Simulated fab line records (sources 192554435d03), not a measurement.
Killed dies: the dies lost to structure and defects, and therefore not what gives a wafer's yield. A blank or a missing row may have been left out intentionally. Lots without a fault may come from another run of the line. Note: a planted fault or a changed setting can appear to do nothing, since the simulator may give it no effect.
Split-lot study + flow n5Finfet + 21 wafers read across 7 lots, on a route 1938 steps long

SPLIT DETAILS
At N5_BEOL_M2_ETCH_64 (etches SOC in N2/H2, target depth 75 nm, overetch 22.5 nm, time 121.9 s), the setting biasW was moved away from the recipe's 150 W on 2 of the 21 wafers read, by +8.1% to +12.9%. For the rest of the wafers, this setting stayed at what the recipe calls for.

The reading is taken at the split's own step.

THE READING
rfVppV, in V, at N5_BEOL_M2_ETCH_64 (etches SOC in N2/H2, target depth 75 nm, overetch 22.5 nm, time 121.9 s). A value of 524.3 V with a standard deviation of 2.4 V is what fault-free wafers of this fab line usually give.

| wafer  | tool, chamber at the split | biasW as run, W | against the recipe | rfVppV, V | against lot-mates on the recipe |
|--------|----------------------------|-----------------|--------------------|-----------|---------------------------------|
| L074.1 | rieDiel-03, 2              | 150             | recipe             | 523.7     | -                               |
| L074.2 | rieDiel-03, 0              | 150             | recipe             | 522.0     | -                               |
| L074.3 | rieDiel-03, 3              | 162.1           | +8.1%              | 551.8     | +28.9                           |
| L083.2 | rieDiel-04, 2              | 150             | recipe             | 523.1     | -                               |
| L083.3 | rieDiel-04, 0              | 150             | recipe             | 527.1     | -                               |
| L083.6 | rieDiel-04, 1              | 150             | recipe             | 525.8     | -                               |
| L090.3 | rieDiel-02, 0              | 169.3           | +12.9%             | 565.3     | +42.0                           |
| L090.4 | rieDiel-02, 2              | 150             | recipe             | 520.3     | -                               |
| L090.5 | rieDiel-02, 3              | 150             | recipe             | 526.4     | -                               |
| L089.1 | rieDiel-02, 0              | 150             | recipe             | 524.2     | -                               |
| L089.2 | rieDiel-02, 3              | 150             | recipe             | 526.2     | -                               |
| L089.3 | rieDiel-02, 2              | 150             | recipe             | 521.2     | -                               |
| L092.1 | rieDiel-04, 1              | 150             | recipe             | 525.6     | -                               |
| L092.2 | rieDiel-04, 0              | 150             | recipe             | 527.0     | -                               |
| L092.3 | rieDiel-04, 2              | 150             | recipe             | 523.9     | -                               |
| L093.3 | rieDiel-03, 3              | 150             | recipe             | 522.7     | -                               |
| L093.4 | rieDiel-03, 1              | 150             | recipe             | 525.7     | -                               |
| L093.5 | rieDiel-03, 3              | 150             | recipe             | 525.1     | -                               |
| L095.4 | rieDiel-03, 0              | 150             | recipe             | 522.5     | -                               |
| L095.5 | rieDiel-03, 3              | 150             | recipe             | 525.6     | -                               |
| L095.6 | rieDiel-03, 2              | 150             | recipe             | 522.5     | -                               |

THE FIT
A straight line over all 21 wafers: rfVppV changes by +3.25 V for each +1% of biasW; r = +0.98; the points scatter about the line by 2 V.
The same after taking each lot's own level away (the mean of its wafers on the recipe; 21 wafers): +3.35 V for each +1%; r = +0.99; scatter 1.8 V.
The reading moves by 43 V for the largest change in biasW, on that fit.
Across the lots, their own levels run from 522.85 to 525.50 V, a range of 1.1 times the standard deviation given above.
The two slopes are in agreement: the lot-to-lot level therefore moves the slope only a little.
Check: for one of the wafers moved furthest among these (+12.9%), held out of the fit, the line's prediction against its lot-mates is +46.2 V. It came out at +42 V against them.
Tool readings at the split's step, against how far the setting was moved: rfVppV r = +0.98.

OTHER SPLITS ON THESE WAFERS
Before the reading, these wafers also passed through other splits. Each is held against what the fit with the lots' levels taken away leaves over:
| other split on the same wafers          | wafers away from the commonest value | r with rfVppV (lot level and that fit taken away) |
|-----------------------------------------|--------------------------------------|---------------------------------------------------|
| N5_GATE_CUT_COAT_27 spinRpm             | 3                                    | -0.34                                             |
| N5_MOL_CONTACT_COAG_ETCH_105 biasW      | 7                                    | +0.22                                             |
| N5_MOL_CONTACT_COAG_COAT_62 spinRpm     | 8                                    | +0.17                                             |
| N5_BEOL_M0_TRENCH_ETCH_107 targetDepthA | 7                                    | -0.15                                             |
| N5_BEOL_M1_ETCH_64 timeS                | 7                                    | +0.03                                             |
| N5_BEOL_M2_DESCUM_16 timeS              | 6                                    | +0.15                                             |

THE WHOLE CHAIN: every reading that the file lists as answering this split, in the file's order
| step               | what it does                                                            | reading                                                                         | change (the file's fit)                | r (the file's) |
|--------------------|-------------------------------------------------------------------------|---------------------------------------------------------------------------------|----------------------------------------|----------------|
| N5_BEOL_M2_ETCH_64 | etches SOC in N2/H2, target depth 75 nm, overetch 22.5 nm, time 121.9 s | rfVppV                                                                          | +3.36 V for each +1% of the setting    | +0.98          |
| N5_BEOL_M2_ETCH_64 | etches SOC in N2/H2, target depth 75 nm, overetch 22.5 nm, time 121.9 s | SiARC_of_BEOL_M2_COAT_62.thkNm (the simulator's own value, which no gauge read) | -0.0879 nm for each +1% of the setting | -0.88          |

FILE'S OWN FIT
rfVppV changes by +3.36 V for each +1% of biasW, r = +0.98.
